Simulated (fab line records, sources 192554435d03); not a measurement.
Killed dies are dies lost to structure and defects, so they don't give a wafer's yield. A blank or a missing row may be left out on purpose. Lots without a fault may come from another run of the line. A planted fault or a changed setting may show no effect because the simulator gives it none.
Chamber matching | flow n5_finfet | N5_BEOL_M6_ALD_77 on ald_metal-02: 4 sister chambers
The step deposits TaN, target thk 2 nm, pulse time 2 s, purge time 3 s. 4 wafers are shown with their chamber, then 7 later ones without.

WAFERS WITH THEIR CHAMBER
wafer  | chamber | heater_power_w (W)
L899.1 | 2       | 368
L899.3 | 0       | 452
L901.6 | 3       | 411
L904.1 | 1       | 380

WAFERS WITHOUT THEIR CHAMBER
wafer  | heater_power_w (W)
L904.4 | 468
L913.2 | 435
L913.3 | 369
L913.5 | 460
L915.2 | 459
L915.3 | 376
L915.6 | 381

WHICH CHAMBER EACH WENT THROUGH
wafer  | from the rows above     | in truth
L904.4 | 0                       | 0
L913.2 | can't be placed: 0 or 3 | 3
L913.3 | can't be placed: 2 or 1 | 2
L913.5 | 0                       | 0
L915.2 | 0                       | 0
L915.3 | can't be placed: 1 or 2 | 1
L915.6 | can't be placed: 1 or 2 | 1
Placed correctly: 3 of 7. Can't be placed from these rows: 4 (the true chamber is among the candidates in 4). Placed wrongly: 0.
How it was worked out, from the rows above alone: a wafer's distance from a chamber is the root of the sum, over the readings, of the square of ((its reading less the chamber's mean) divided by the reading's scatter). The wafer belongs to the nearest chamber; if the next one is less than 2 further off, it can't be placed. A chamber's mean is the mean of its shown wafers. The scatter: with one shown wafer a chamber, the root of the mean of the squares of how far each hidden wafer lies from its nearest shown one.
